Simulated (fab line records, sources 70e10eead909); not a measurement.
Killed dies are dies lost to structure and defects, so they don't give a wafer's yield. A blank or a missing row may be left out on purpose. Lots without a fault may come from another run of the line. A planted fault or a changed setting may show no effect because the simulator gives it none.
fab line records | flow nand_harc
record lots=20 wafers=60 last_day=34
route steps=1302 shown A_STAIRCASE@681
lots that met no fault: from a run of the same line without faults
start_h: hours from the record's first day to the start of the lot's first wafer shown | wait_h: hours since the lot's step before | " the same as in the row above | L1.1+2: a row that stands for several wafers | - no value, or no start given | * or withheld: withheld | < > ~ a bound
route shown NAME@n: a module of which the file shows steps, and the number in the route of the first | usual: mean/standard deviation of fault-free wafers | same: alike in all rows | chamber/n: place in a boat | sites: the reading at each site | _std_site: their standard deviation | _edge_site: outer sites' mean less inner sites' | radius_mm: how far each site lies from the wafer's centre | mask NAME#n: copy n | behind: the tool/chamber that last shaped the wafer | hold: why the lot was held/for how many hours/how that ended | device: the transistor (n, p or np) that didn't switch | end of line: the same wafers' tests at the end of the route | a step without rows: its recipe alone | killed: dies lost to structure and defects at the first sort, not the wafer's yield | map: a wafer's dies, x killed, . not, _ none there
set.NAME: the setting as run; set.NAME@STEP: as run at that earlier step | model.NAME: the simulator's own value behind a step, which no gauge read
steps of the route over a sample of lots; a table a step, a row a wafer
services: from which hour (start_h, from the record's first day; less than 0 if before it) a tool's chamber was out of use, for how many hours, and why
## steps
# step NHARC_A_STAIRCASE_TRIM_24
# recipe time_s=211.2 o2_flow_sccm=500 ar_flow_sccm=0 bias_w=0 chemistry=O2
# usual drypump_motor_current_A=5.74/0.28 o2_flow_sccm=500.0/1.5 oes_product_au=1.001/0.0091 rf_vpp_V=57.7/0.93 showerhead_plenum_p_Torr=3.48/0.13 throttle_valve_pct=17.037/0.0098
# columns lot.wafer tool chamber start_h wait_h drypump_motor_current_A o2_flow_sccm oes_product_au rf_hours_counter_h rf_vpp_V showerhead_plenum_p_Torr throttle_valve_pct
L074.4 rie_diel-01 3 - - 5.70 501.6 1.002 46 58.0 3.41 17.053
L074.5 " 1 " " 6.09 500.1 0.999 - 57.6 3.48 17.024
L074.6 " 2 " " 6.12 500.0 1.000 - 56.4 3.38 17.047
L075.1 rie_diel-10 0 - - 5.83 497.6 1.001 29 59.4 3.49 17.040
L075.6 " 0 " " 5.85 500.2 0.998 - 58.5 3.49 17.045
L075.5 " 1 " " 5.65 498.8 0.986 - 56.5 3.29 17.045
L076.1 rie_diel-08 1 - - 5.49 500.6 1.000 63 58.5 3.77 17.018
L076.2 " 2 " " 5.84 499.8 1.004 51 57.6 3.36 17.035
L076.5 " 0 " " 5.76 500.2 0.986 - 56.7 3.30 17.031
L079.3 rie_diel-10 1 - - 5.62 500.0 1.000 36 57.6 3.28 17.036
L079.1 " 2 " " 5.18 500.2 0.999 39 57.2 3.55 17.049
L079.5 " 0 " " 5.86 499.3 0.989 - 58.1 3.49 17.024
L080.3 rie_diel-10 0 - - 5.82 499.2 1.002 47 56.8 3.48 17.045
L080.2 " 2 " " 5.21 497.5 1.012 46 60.7 3.54 17.045
L080.6 " 3 " " 6.00 498.0 1.013 - 57.7 3.53 17.022
L081.1 rie_diel-10 2 - - 5.21 499.6 1.004 46 58.8 3.54 17.022
L081.3 " 3 " " 6.01 498.3 1.016 55 56.7 3.53 17.038
L081.5 " 0 " " 5.81 500.6 1.003 - 57.0 3.48 17.033
L083.4 rie_diel-10 2 - - 5.20 500.5 0.994 0 57.5 3.54 17.026
L083.2 " 3 " " 6.00 499.9 1.004 1 58.5 3.53 17.032
L083.1 " 1 " " 5.59 502.2 0.999 1 58.2 3.81 17.026
L082.2 rie_diel-01 1 - - 6.09 501.4 1.005 22 57.3 3.46 17.048
L082.4 " 2 " " 6.13 499.8 0.987 16 58.3 3.37 17.039
L082.5 " 3 " " 5.71 501.1 0.992 - 58.1 3.40 17.034
L084.2 rie_diel-10 1 - - 5.62 501.8 0.992 10 59.4 3.80 17.044
L084.5 " 3 " " 6.01 498.2 0.998 - 58.2 3.53 17.044
L084.6 " 0 " " 5.82 500.4 0.992 - 57.8 3.48 17.029
L085.3 rie_diel-08 0 - - 5.74 501.2 0.999 26 56.4 3.29 17.056
L085.5 " 0 " " 5.74 500.9 0.988 - 56.5 3.29 17.041
L085.6 " 1 " " 5.51 496.8 1.010 - 57.2 3.75 17.028
L086.2 rie_diel-10 0 - - 5.86 500.1 1.000 14 56.5 3.47 17.027
L086.6 " 2 " " 5.16 498.2 1.002 - 59.1 3.53 17.035
L086.5 " 3 " " 6.01 500.4 1.013 - 57.7 3.53 17.053
L087.1 rie_diel-01 3 - - 5.66 500.8 1.002 36 57.5 3.39 17.041
L087.6 " 3 " " 5.68 500.0 1.002 - 57.8 3.39 17.027
L087.5 " 0 " " 5.45 498.3 0.996 - 57.7 3.44 17.029
L088.3 rie_diel-01 0 - - 5.44 496.1 0.999 49 58.4 3.43 17.043
L088.6 " 2 " " 6.13 501.1 1.001 - 57.6 3.36 17.035
L088.5 " 3 " " 5.65 498.6 1.004 - 58.2 3.39 17.026
L091.1 rie_diel-01 2 - - 6.13 501.3 1.007 41 56.5 3.36 17.044
L091.3 " 3 " " 5.67 498.1 1.007 46 56.5 3.38 17.034
L091.5 " 1 " " 6.07 495.9 1.009 - 58.5 3.45 17.030
L090.2 rie_diel-10 1 - - 5.60 502.2 1.002 25 59.0 3.79 17.055
L090.1 " 0 " " 5.83 503.3 1.001 23 56.8 3.47 17.031
L090.6 " 2 " " 5.18 502.2 1.008 - 58.8 3.53 17.034
L093.2 rie_diel-01 3 - - 5.67 499.2 0.998 58 57.2 3.38 17.068
L093.6 " 1 " " 6.08 501.1 1.011 - 58.3 3.44 17.047
L093.5 " 2 " " 6.13 499.5 1.002 - 57.4 3.35 17.039
L095.1 rie_diel-10 1 - - 5.67 501.3 1.011 39 58.4 3.79 17.050
L095.3 " 0 " " 5.82 498.4 1.011 36 57.0 3.46 17.042
L095.6 " 1 " " 5.68 500.5 0.995 - 59.8 3.79 17.037
L094.4 rie_diel-10 3 - - 6.02 502.5 0.999 39 58.1 3.51 17.053
L094.2 " 1 " " 5.57 498.7 1.001 39 58.4 3.79 17.028
L094.5 " 2 " " 5.22 497.8 1.005 - 59.3 3.52 17.046
L096.3 rie_diel-08 2 - - 5.87 501.1 0.997 2 58.0 3.33 17.024
L096.1 " 3 " " 5.94 500.5 0.993 1 56.5 3.42 17.032
L096.2 " 0 " " 5.75 498.0 1.000 2 58.3 3.81 17.029
L097.2 rie_diel-10 3 - - 6.00 499.7 1.005 50 57.9 3.50 17.035
L097.3 " 1 " " 5.65 498.3 1.005 53 56.9 3.78 17.005
L097.1 " 2 " " 5.19 501.7 1.009 54 56.2 3.51 17.037
# step NHARC_A_STAIRCASE_TRIM_189
# recipe time_s=211.2 o2_flow_sccm=500 ar_flow_sccm=0 bias_w=0 chemistry=O2
# usual drypump_motor_current_A=5.71/0.29 o2_flow_sccm=499.9/1.5 oes_product_au=1.001/0.0093 rf_vpp_V=57.8/0.95 showerhead_plenum_p_Torr=3.50/0.15 throttle_valve_pct=17.036/0.0095
# columns lot.wafer tool chamber start_h wait_h drypump_motor_current_A o2_flow_sccm oes_product_au rf_hours_counter_h rf_vpp_V showerhead_plenum_p_Torr throttle_valve_pct
L074.5 rie_diel-08 2 - - 5.86 502.6 0.993 - 55.7 3.37 17.036
L074.4 " 3 " " 5.90 499.3 0.996 - 56.4 3.45 17.046
L074.6 " 1 " " 5.51 500.9 0.998 - 58.3 3.77 17.027
L075.1 rie_diel-10 0 - - 5.85 501.5 1.000 29 58.0 3.49 17.034
L075.6 " 0 " " 5.86 501.1 0.993 - 57.2 3.49 17.032
L075.5 " 1 " " 5.63 497.3 0.990 - 56.1 3.29 17.040
L076.2 rie_diel-01 0 - - 5.46 497.0 1.002 54 57.6 3.46 17.019
L076.1 " 2 " " 6.12 498.6 0.995 53 56.9 3.38 17.051
L076.5 " 3 " " 5.66 499.8 1.003 - 57.8 3.41 17.028
L079.1 rie_diel-10 1 - - 5.60 501.3 1.000 37 56.0 3.28 17.050
L079.3 " 0 " " 5.84 498.2 0.994 39 57.1 3.49 17.038
L079.5 " 1 " " 5.60 500.1 0.982 - 56.4 3.28 17.046
L080.3 rie_diel-08 2 - - 5.88 500.8 1.014 14 56.8 3.36 17.052
L080.2 " 3 " " 5.91 500.7 1.007 11 59.2 3.44 17.037
L080.6 " 1 " " 5.48 500.2 1.015 - 59.7 3.76 17.042
L081.1 rie_diel-10 2 - - 5.20 500.4 0.993 48 58.9 3.54 17.037
L081.3 " 3 " " 6.00 500.8 1.013 56 60.0 3.53 17.045
L081.5 " 1 " " 5.61 500.0 0.986 - 57.8 3.28 17.018
L083.4 rie_diel-10 2 - - 5.21 498.6 1.002 1 57.0 3.54 17.041
L083.1 " 3 " " 6.00 500.7 1.007 1 56.7 3.53 17.028
L083.2 " 0 " " 5.88 500.5 0.988 1 57.3 3.48 17.028
L082.4 rie_diel-01 1 - - 6.09 500.0 1.007 22 57.4 3.46 17.020
L082.2 " 0 " " 5.46 502.3 0.986 22 58.1 3.45 17.023
L082.5 " 2 " " 6.14 500.5 0.992 - 58.0 3.37 17.047
L085.3 rie_diel-10 3 - - 6.01 498.6 1.004 7 58.3 3.53 17.044
L085.6 " 0 " " 5.83 498.0 1.004 - 56.8 3.48 17.037
L085.5 " 1 " " 5.64 498.5 1.007 - 58.3 3.80 17.053
L084.2 rie_diel-08 1 - - 5.51 500.2 1.002 28 58.4 3.75 17.050
L084.5 " 0 " " 5.75 501.5 0.979 - 56.8 3.29 17.033
L084.6 " 1 " " 5.50 498.2 1.003 - 57.8 3.75 17.023
L086.2 rie_diel-08 1 - - 5.49 500.9 1.018 37 59.4 3.75 17.031
L086.5 " 3 " " 5.93 500.6 0.990 - 57.8 3.43 17.049
L086.6 " 0 " " 5.75 499.4 0.986 - 55.9 3.28 17.010
L087.1 rie_diel-01 1 - - 6.09 500.7 1.005 42 57.4 3.45 17.040
L087.5 " 2 " " 6.13 500.3 1.000 - 57.4 3.36 17.033
L087.6 " 3 " " 5.69 500.6 0.997 - 58.4 3.39 17.029
L088.3 rie_diel-08 0 - - 5.79 498.1 0.985 42 57.4 3.28 17.031
L088.5 " 1 " " 5.50 498.9 1.024 - 57.9 3.75 17.032
L088.6 " 2 " " 5.87 498.2 1.015 - 56.6 3.34 17.043
L091.3 rie_diel-01 2 - - 6.12 499.2 0.986 41 58.0 3.36 17.035
L091.1 " 3 " " 5.71 499.5 1.008 46 56.2 3.38 17.049
L091.5 " 3 " " 5.68 499.6 1.005 - 58.5 3.38 17.038
L090.1 rie_diel-10 2 - - 5.14 499.3 1.004 25 58.7 3.53 17.037
L090.2 " 3 " " 6.02 502.5 1.005 23 58.3 3.52 17.034
L090.6 " 2 " " 5.21 498.8 1.013 - 59.6 3.53 17.040
L093.2 rie_diel-01 3 - - 5.66 502.3 0.999 58 58.7 3.38 17.036
L093.5 " 2 " " 6.11 501.9 1.008 - 56.4 3.35 17.047
L093.6 " 3 " " 5.67 500.3 1.009 - 57.6 3.38 17.034
L095.1 rie_diel-10 1 - - 5.58 499.6 1.000 40 57.5 3.78 17.028
L095.3 " 0 " " 5.85 498.2 1.001 37 57.7 3.46 17.037
L095.6 " 2 " " 5.17 500.7 1.002 - 57.4 3.52 17.026
L094.2 rie_diel-10 2 - - 5.18 500.1 1.014 43 59.7 3.52 17.036
L094.4 " 3 " " 6.02 496.9 0.996 41 57.9 3.51 17.038
L094.5 " 2 " " 5.16 499.4 1.005 - 56.8 3.52 17.041
L096.3 rie_diel-10 1 - - 5.64 498.9 0.997 44 59.6 3.78 17.023
L096.2 " 2 " " 5.20 497.8 1.012 47 58.2 3.51 17.020
L096.1 " 0 " " 5.84 500.2 0.999 42 57.1 3.46 17.055
L097.3 rie_diel-08 3 - - 5.92 501.7 0.995 11 57.5 3.41 17.041
L097.1 " 0 " " 5.75 500.5 0.995 12 58.2 3.80 17.030
L097.2 " 2 " " 5.87 501.2 0.995 11 57.2 3.33 17.029
# step NHARC_A_STAIRCASE_TRIM_198
# recipe time_s=211.2 o2_flow_sccm=500 ar_flow_sccm=0 bias_w=0 chemistry=O2
# usual drypump_motor_current_A=5.75/0.27 o2_flow_sccm=499.8/1.7 oes_product_au=1.001/0.0087 rf_vpp_V=57.6/0.85 showerhead_plenum_p_Torr=3.47/0.14 throttle_valve_pct=17.037/0.0089
# columns lot.wafer tool chamber start_h wait_h drypump_motor_current_A o2_flow_sccm oes_product_au rf_hours_counter_h rf_vpp_V showerhead_plenum_p_Torr throttle_valve_pct
L074.4 rie_diel-01 2 - - 6.14 502.0 0.995 51 58.3 3.38 17.032
L074.5 " 0 " " 5.46 497.8 0.992 - 56.7 3.47 17.029
L074.6 " 1 " " 6.07 500.4 1.000 - 57.6 3.48 17.044
L075.1 rie_diel-01 3 - - 5.69 498.4 0.997 49 57.9 3.41 17.042
L075.6 " 1 " " 6.10 499.4 0.991 - 56.1 3.48 17.022
L075.5 " 2 " " 6.09 499.9 1.000 - 58.2 3.38 17.031
L076.1 rie_diel-01 0 - - 5.48 498.4 0.993 55 58.3 3.46 17.045
L076.2 " 1 " " 6.12 500.0 0.992 50 57.9 3.48 17.026
L076.5 " 3 " " 5.67 501.6 1.005 - 58.1 3.41 17.035
L079.3 rie_diel-10 1 - - 5.61 497.3 0.976 39 58.1 3.28 17.039
L079.1 " 3 " " 6.01 503.0 1.018 48 57.4 3.54 17.041
L079.5 " 1 " " 5.59 499.6 0.995 - 56.5 3.28 17.037
L080.2 rie_diel-08 2 - - 5.86 500.7 1.001 15 57.1 3.36 17.035
L080.3 " 3 " " 5.92 498.3 1.002 12 59.2 3.44 17.048
L080.6 " 3 " " 5.96 500.1 0.996 - 59.0 3.44 17.037
L081.3 rie_diel-10 1 - - 5.63 497.2 0.986 44 57.8 3.28 17.035
L081.1 " 3 " " 6.01 499.6 1.011 56 56.9 3.53 17.023
L081.5 " 1 " " 5.61 498.8 0.983 - 56.3 3.28 17.032
L083.4 rie_diel-08 1 - - 5.49 497.3 1.011 23 57.8 3.76 17.052
L083.2 " 2 " " 5.88 499.2 1.012 22 57.7 3.35 17.035
L083.1 " 0 " " 5.76 500.2 0.999 22 55.9 3.29 17.027
L082.2 rie_diel-08 2 - - 5.86 501.4 1.013 23 57.2 3.35 17.034
L082.4 " 0 " " 5.78 498.0 0.997 23 58.0 3.29 17.044
L082.5 " 1 " " 5.50 498.2 1.008 - 58.2 3.76 17.029
L085.3 rie_diel-08 1 - - 5.50 500.2 1.011 29 58.6 3.75 17.038
L085.6 " 2 " " 5.85 498.1 1.011 - 57.6 3.35 17.053
L085.5 " 3 " " 5.94 501.6 1.007 - 57.6 3.44 17.036
L084.2 rie_diel-01 3 - - 5.68 498.4 1.007 27 58.2 3.39 17.030
L084.6 " 0 " " 5.47 500.2 0.987 - 57.2 3.44 17.027
L084.5 " 1 " " 6.09 500.5 1.003 - 58.0 3.46 17.043
L086.2 rie_diel-08 2 - - 5.86 502.0 0.993 34 58.0 3.35 17.033
L086.6 " 1 " " 5.48 498.9 1.016 - 57.4 3.75 17.038
L086.5 " 2 " " 5.87 500.6 1.004 - 56.6 3.35 17.031
L087.1 rie_diel-01 2 - - 6.10 499.0 0.990 32 56.9 3.36 17.050
L087.5 " 3 " " 5.70 500.6 1.001 - 58.5 3.39 17.043
L087.6 " 2 " " 6.11 500.2 1.005 - 57.8 3.36 17.032
L088.3 rie_diel-08 1 - - 5.47 499.9 1.012 43 58.4 3.75 17.026
L088.6 " 3 " " 5.97 496.9 1.004 - 56.7 3.43 17.034
L088.5 " 0 " " 5.75 500.8 0.991 - 57.2 3.28 17.025
L091.3 rie_diel-08 0 - - 5.77 500.1 0.996 46 57.5 3.28 17.025
L091.1 " 1 " " 5.51 502.1 1.024 48 57.3 3.74 17.036
L091.5 " 0 " " 5.74 498.1 1.000 - 55.3 3.28 17.042
L090.1 rie_diel-10 3 - - 6.02 499.8 1.005 24 58.2 3.52 17.035
L090.2 " 1 " " 5.67 499.3 1.000 26 59.0 3.79 17.027
L090.6 " 3 " " 6.01 502.6 0.998 - 58.7 3.52 17.037
L093.2 rie_diel-01 3 - - 5.71 501.2 0.998 59 57.4 3.38 17.040
L093.5 " 0 " " 5.46 499.8 0.998 - 57.7 3.42 17.048
L093.6 " 1 " " 6.10 501.6 1.009 - 56.3 3.44 17.032
L095.3 rie_diel-01 1 - - 6.07 500.7 1.008 67 56.2 3.44 17.048
L095.1 " 2 " " 6.11 498.4 0.999 56 56.6 3.35 17.044
L095.6 " 0 " " 5.47 496.2 0.997 - 58.0 3.42 17.027
L094.4 rie_diel-10 0 - - 5.83 499.5 1.005 38 57.1 3.46 17.033
L094.2 " 1 " " 5.58 500.5 1.000 41 58.3 3.78 17.032
L094.5 " 2 " " 5.14 497.7 1.006 - 58.6 3.52 17.041
L096.3 rie_diel-10 3 - - 6.00 500.8 0.994 47 58.1 3.51 17.055
L096.1 " 0 " " 5.84 497.3 0.987 44 57.2 3.46 17.046
L096.2 " 1 " " 5.61 500.7 1.003 49 57.4 3.78 17.036
L097.3 rie_diel-08 1 - - 5.48 499.6 1.013 13 58.2 3.73 17.047
L097.1 " 2 " " 5.84 499.1 0.990 12 57.5 3.32 17.030
L097.2 " 3 " " 5.91 498.3 1.000 12 57.7 3.41 17.047
# step NHARC_A_STAIRCASE_TRIM_226
# recipe time_s=211.2 o2_flow_sccm=500 ar_flow_sccm=0 bias_w=0 chemistry=O2
# usual drypump_motor_current_A=5.74/0.28 o2_flow_sccm=500.0/1.6 oes_product_au=1.001/0.0098 rf_vpp_V=57.6/0.91 showerhead_plenum_p_Torr=3.49/0.14 throttle_valve_pct=17.036/0.0084
# columns lot.wafer tool chamber start_h wait_h drypump_motor_current_A o2_flow_sccm oes_product_au rf_hours_counter_h rf_vpp_V showerhead_plenum_p_Torr throttle_valve_pct
L074.4 rie_diel-10 1 - - 5.64 499.5 1.000 27 58.3 3.29 17.047
L074.5 " 0 " " 5.83 496.5 0.994 - 57.7 3.49 17.056
L074.6 " 1 " " 5.57 502.1 0.986 - 58.5 3.29 17.043
L075.1 rie_diel-01 2 - - 6.11 499.6 1.002 54 57.7 3.38 17.036
L075.6 " 2 " " 6.11 497.9 1.006 - 58.3 3.38 17.033
L075.5 " 3 " " 5.65 500.5 1.011 - 55.8 3.41 17.051
L076.2 rie_diel-01 2 - - 6.13 501.2 0.990 55 56.4 3.38 17.031
L076.1 " 1 " " 6.08 500.0 0.993 51 58.7 3.48 17.038
L076.5 " 2 " " 6.13 500.3 1.002 - 56.3 3.38 17.027
L079.1 rie_diel-10 2 - - 5.21 500.3 1.006 43 58.2 3.54 17.030
L079.3 " 3 " " 6.02 502.9 1.013 49 58.3 3.54 17.026
L079.5 " 0 " " 5.84 497.7 0.999 - 57.5 3.49 17.031
L080.3 rie_diel-01 1 - - 6.09 500.1 0.996 11 56.7 3.47 17.031
L080.2 " 3 " " 5.65 500.5 1.001 10 58.6 3.40 17.046
L080.6 " 2 " " 6.11 501.6 0.994 - 57.1 3.37 17.044
L081.1 rie_diel-10 1 - - 5.59 500.0 0.986 45 58.1 3.28 17.046
L081.3 " 3 " " 6.01 501.9 1.018 57 56.6 3.53 17.044
L081.5 " 0 " " 5.86 499.0 0.988 - 57.7 3.48 17.043
L083.4 rie_diel-08 0 - - 5.77 500.7 0.979 23 57.8 3.29 17.036
L083.1 " 2 " " 5.84 501.5 1.010 23 56.8 3.35 17.044
L083.2 " 3 " " 5.93 498.2 1.006 20 58.6 3.44 17.035
L082.2 rie_diel-01 0 - - 5.46 498.0 0.979 27 58.5 3.45 17.036
L082.4 " 3 " " 5.68 501.6 0.997 - 56.6 3.40 17.039
L082.5 " 0 " " 5.42 500.6 0.988 - 57.2 3.45 17.040
L085.3 rie_diel-01 2 - - 6.16 499.5 0.990 24 58.6 3.37 17.041
L085.5 " 0 " " 5.53 499.1 0.989 - 58.4 3.44 17.035
L085.6 " 1 " " 6.08 500.9 1.003 - 57.6 3.46 17.036
L084.2 rie_diel-08 3 - - 5.94 501.2 1.009 27 57.1 3.44 17.030
L084.6 " 1 " " 5.50 499.0 1.007 - 58.0 3.75 17.034
L084.5 " 2 " " 5.87 499.0 0.999 - 57.3 3.35 17.026
L086.2 rie_diel-10 2 - - 5.22 497.8 1.008 16 58.3 3.53 17.044
L086.5 " 2 " " 5.20 497.7 1.002 - 57.0 3.53 17.030
L086.6 " 3 " " 6.02 500.7 1.006 - 58.1 3.52 17.027
L087.1 rie_diel-08 0 - - 5.75 501.4 0.979 37 57.2 3.28 17.052
L087.6 " 0 " " 5.75 502.0 0.986 - 56.3 3.28 17.038
L087.5 " 1 " " 5.50 502.7 1.012 - 59.2 3.75 17.025
L088.3 rie_diel-01 2 - - 6.14 501.3 1.000 39 57.6 3.36 17.035
L088.5 " 2 " " 6.10 499.3 1.004 - 58.4 3.36 17.039
L088.6 " 3 " " 5.71 500.4 1.008 - 58.8 3.39 17.049
L091.3 rie_diel-01 0 - - 5.46 501.7 0.995 55 57.0 3.43 17.044
L091.1 " 1 " " 6.09 499.8 1.000 53 58.7 3.45 17.054
L091.5 " 0 " " 5.47 500.8 0.993 - 58.1 3.43 17.037
L090.1 rie_diel-08 3 - - 5.95 502.0 1.004 45 56.8 3.43 17.051
L090.2 " 2 " " 5.84 503.9 1.000 48 56.8 3.34 17.043
L090.6 " 3 " " 5.94 500.7 0.997 - 55.9 3.43 17.047
L093.2 rie_diel-10 2 559.79 - 5.16 498.3 1.010 44 56.4 3.52 17.047
L093.5 " 3 " " 6.01 498.5 0.998 - 56.4 3.51 17.035
L093.6 " 0 " " 5.84 499.4 0.991 - 56.7 3.46 17.025
L095.1 rie_diel-10 0 - - 5.84 502.3 0.995 39 58.5 3.46 17.025
L095.3 " 1 " " 5.62 500.0 0.999 42 59.0 3.78 17.043
L095.6 " 3 " " 6.02 500.9 0.998 - 58.2 3.51 17.025
L094.4 rie_diel-10 3 - - 6.01 500.2 0.992 43 56.2 3.51 17.045
L094.2 " 2 " " 5.21 501.0 1.019 45 57.1 3.52 17.039
L094.5 " 0 " " 5.82 499.9 0.992 - 58.3 3.46 17.032
L096.2 rie_diel-08 0 - - 5.75 501.7 1.014 7 58.7 3.80 17.039
L096.3 " 1 " " 5.53 498.9 1.014 8 57.1 3.73 17.036
L096.1 " 3 " " 5.95 499.6 0.998 5 56.6 3.42 17.034
L097.2 rie_diel-08 0 - - 5.75 503.6 0.999 13 58.6 3.80 17.027
L097.1 " 2 " " 5.84 501.5 1.001 13 58.2 3.32 17.033
L097.3 " 3 " " 5.95 495.7 1.005 13 57.1 3.41 17.027
# step NHARC_A_STAIRCASE_ETCH_227
# recipe target_depth_a=1000 time_s=40.5 ion_energy_ev=400 c4f8_flow_sccm=20 o2_flow_sccm=10 ar_flow_sccm=withheld rf_w=600 bias_w=1000 chemistry=C4F8/O2
# usual oes_product_au=0.945/0.016 rf_fwd_power_W=592/3.3 rf_vpp_V=895/5.3
# columns lot.wafer tool chamber start_h wait_h oes_product_au rf_fwd_power_W rf_hours_counter_h rf_vpp_V
L074.4 rie_diel-10 2 - - 0.960 592 28 898
L074.5 " 0 " " 0.948 594 - 894
L074.6 " 1 " " 0.941 593 - 886
L075.1 rie_diel-01 1 - - 0.944 588 50 894
L075.5 " 2 " " 0.931 587 - 891
L075.6 " 3 " " 0.934 597 - 892
L076.2 rie_diel-01 0 - - 0.938 596 56 893
L076.1 " 1 " " 0.937 587 51 894
L076.5 " 2 " " 0.944 588 - 892
L079.3 rie_diel-10 3 - - 0.949 595 49 896
L079.1 " 2 " " 0.945 596 43 898
L079.5 " 0 " " 0.924 592 - 893
L080.3 rie_diel-01 2 - - 0.924 594 9 891
L080.2 " 3 " " 0.924 597 10 893
L080.6 " 2 " " 0.916 592 - 891
L081.3 rie_diel-10 2 - - 0.964 597 50 896
L081.1 " 3 " " 0.983 597 57 895
L081.5 " 0 " " 0.947 590 - 894
L083.4 rie_diel-08 0 - - 0.943 591 23 887
L083.2 " 1 " " 0.943 587 24 904
L083.1 " 2 " " 0.945 592 23 889
L082.2 rie_diel-01 0 - - 0.939 590 27 893
L082.4 " 1 " " 0.939 585 - 893
L082.5 " 3 " " 0.940 596 - 892
L085.3 rie_diel-01 2 - - 0.949 587 24 890
L085.5 " 1 " " 0.943 584 - 893
L085.6 " 2 " " 0.943 593 - 890
L084.2 rie_diel-08 0 - - 0.940 590 29 886
L084.5 " 2 " " 0.944 592 - 888
L084.6 " 3 " " 0.955 597 - 892
L086.2 rie_diel-10 2 - - 0.941 598 17 897
L086.5 " 1 " " 0.961 592 - 906
L086.6 " 2 " " 0.945 598 - 896
L087.1 rie_diel-08 1 - - 0.959 589 38 903
L087.6 " 1 " " 0.943 590 - 905
L087.5 " 2 " " 0.939 593 - 889
L088.3 rie_diel-01 1 - - 0.932 585 50 892
L088.5 " 3 " " 0.934 593 - 889
L088.6 " 0 " " 0.920 594 - 893
L091.3 rie_diel-01 3 - - 0.963 595 48 891
L091.1 " 1 " " 0.952 586 54 893
L091.5 " 3 " " 0.954 592 - 891
L090.2 rie_diel-08 1 - - 0.967 588 49 904
L090.1 " 0 " " 0.944 589 48 886
L090.6 " 1 " " 0.975 589 - 904
L093.2 rie_diel-08 0 559.92 - 1.002 587 0 907
L093.5 " 0 " " 1.000 587 - 906
L093.6 " 1 " " 1.010 589 - 902
L095.1 rie_diel-10 1 - - 0.937 595 43 905
L095.3 " 3 " " 0.930 594 42 895
L095.6 " 1 " " 0.925 590 - 904
L094.4 rie_diel-10 2 - - 0.964 595 45 895
L094.2 " 0 " " 0.938 594 40 894
L094.5 " 3 " " 0.940 596 - 895
L096.1 rie_diel-08 1 - - 0.954 592 8 903
L096.2 " 3 " " 0.942 590 5 893
L096.3 " 0 " " 0.946 590 7 905
L097.1 rie_diel-08 2 - - 0.935 593 13 889
L097.3 " 3 " " 0.949 594 13 894
L097.2 " 1 " " 0.938 587 14 905
# step NHARC_A_STAIRCASE_ETCH_230
# recipe target_depth_a=1000 time_s=40.5 ion_energy_ev=400 c4f8_flow_sccm=20 o2_flow_sccm=10 ar_flow_sccm=withheld rf_w=600 bias_w=1000 chemistry=C4F8/O2
# usual oes_product_au=0.954/0.018 rf_fwd_power_W=592/3.2 rf_vpp_V=895/5.3
# columns lot.wafer tool chamber start_h wait_h oes_product_au rf_fwd_power_W rf_hours_counter_h rf_vpp_V
L074.4 rie_diel-10 0 - - 0.956 594 28 895
L074.6 " 3 " " 0.960 591 - 896
L074.5 " 0 " " 0.941 592 - 893
L075.1 rie_diel-08 2 - - 0.963 589 52 890
L075.5 " 1 " " 0.981 586 - 904
L075.6 " 2 " " 0.972 591 - 890
L076.2 rie_diel-01 1 - - 0.944 588 51 894
L076.1 " 3 " " 0.952 592 51 890
L076.5 " 2 " " 0.945 595 - 893
L079.3 rie_diel-10 2 - - 0.946 597 43 898
L079.1 " 0 " " 0.941 592 42 895
L079.5 " 2 " " 0.940 596 - 897
L080.2 rie_diel-01 0 - - 0.911 593 11 893
L080.3 " 3 " " 0.926 595 10 892
L080.6 " 0 " " 0.923 592 - 893
L081.1 rie_diel-10 3 - - 0.968 593 57 899
L081.3 " 0 " " 0.942 593 50 894
L081.5 " 1 " " 0.933 592 - 886
L083.2 rie_diel-10 2 - - 0.964 597 5 898
L083.1 " 3 " " 0.971 595 4 895
L083.4 " 0 " " 0.974 590 4 893
L082.2 rie_diel-10 2 - - 0.962 598 6 897
L082.4 " 0 " " 0.985 590 4 893
L082.5 " 3 " " 0.976 593 - 896
L085.3 rie_diel-01 1 - - 0.947 587 35 893
L085.6 " 2 " " 0.962 590 - 890
L085.5 " 3 " " 0.947 593 - 891
L084.2 rie_diel-10 1 - - 0.953 593 14 904
L084.6 " 2 " " 0.981 593 - 896
L084.5 " 3 " " 0.976 593 - 897
L086.2 rie_diel-01 1 - - 0.986 585 43 892
L086.5 " 0 " " 0.973 590 - 892
L086.6 " 1 " " 0.975 585 - 892
L087.1 rie_diel-10 0 - - 0.960 592 16 892
L087.5 " 1 " " 0.991 593 - 906
L087.6 " 2 " " 0.985 597 - 896
L088.3 rie_diel-08 3 - - 0.959 595 41 892
L088.6 " 0 " " 0.940 594 - 886
L088.5 " 1 " " 0.999 588 - 905
L091.3 rie_diel-01 3 - - 0.961 592 48 891
L091.1 " 1 " " 0.938 589 54 891
L091.5 " 3 " " 0.955 594 - 889
L090.1 rie_diel-08 3 - - 0.925 594 45 892
L090.2 " 0 " " 0.923 591 48 885
L090.6 " 0 " " 0.934 590 - 887
L093.2 rie_diel-10 3 - - 0.933 595 42 895
L093.5 " 0 " " 0.937 593 - 894
L093.6 " 1 " " 0.931 588 - 905
L095.1 rie_diel-08 1 - - 0.969 588 0 904
L095.3 " 2 " " 0.969 595 1 888
L095.6 " 0 " " 0.976 590 - 906
L094.2 rie_diel-10 1 - - 0.938 594 43 906
L094.4 " 2 " " 0.953 593 46 896
L094.5 " 1 " " 0.939 594 - 904
L096.1 rie_diel-01 3 - - 0.969 596 4 891
L096.3 " 0 " " 0.984 596 4 892
L096.2 " 1 " " 0.968 581 5 892
L097.1 rie_diel-08 1 - - 0.945 584 14 903
L097.2 " 3 " " 0.938 595 13 892
L097.3 " 0 " " 0.938 592 14 905
## services
# columns tool chamber start_h hours kind
rie_diel-10 0 329.99 - clean
rie_diel-10 1 329.99 - clean
rie_diel-10 2 329.99 - clean
rie_diel-10 3 329.99 - clean
rie_diel-08 - 334.32 0.7 repair
rie_diel-08 0 349.19 9.5 repair
rie_diel-08 - 353.90 1.2 repair
rie_diel-10 0 354.49 - clean
rie_diel-10 1 354.49 - clean
rie_diel-10 2 354.49 - clean
rie_diel-10 3 354.49 - clean
rie_diel-08 - 370.53 9.0 pm
rie_diel-10 0 378.99 - clean
rie_diel-10 1 378.99 - clean
rie_diel-01 - 382.61 9.0 pm
rie_diel-10 1 393.31 7.2 repair
rie_diel-08 3 395.82 5.9 repair
rie_diel-10 - 424.43 9.0 pm
rie_diel-01 2 443.63 9.3 repair
rie_diel-01 0 483.12 3.1 repair
rie_diel-08 - 549.95 9.0 pm
rie_diel-01 - 559.61 9.0 pm
rie_diel-08 3 561.34 3.8 repair
rie_diel-08 2 573.35 5.6 repair
## key
fault none
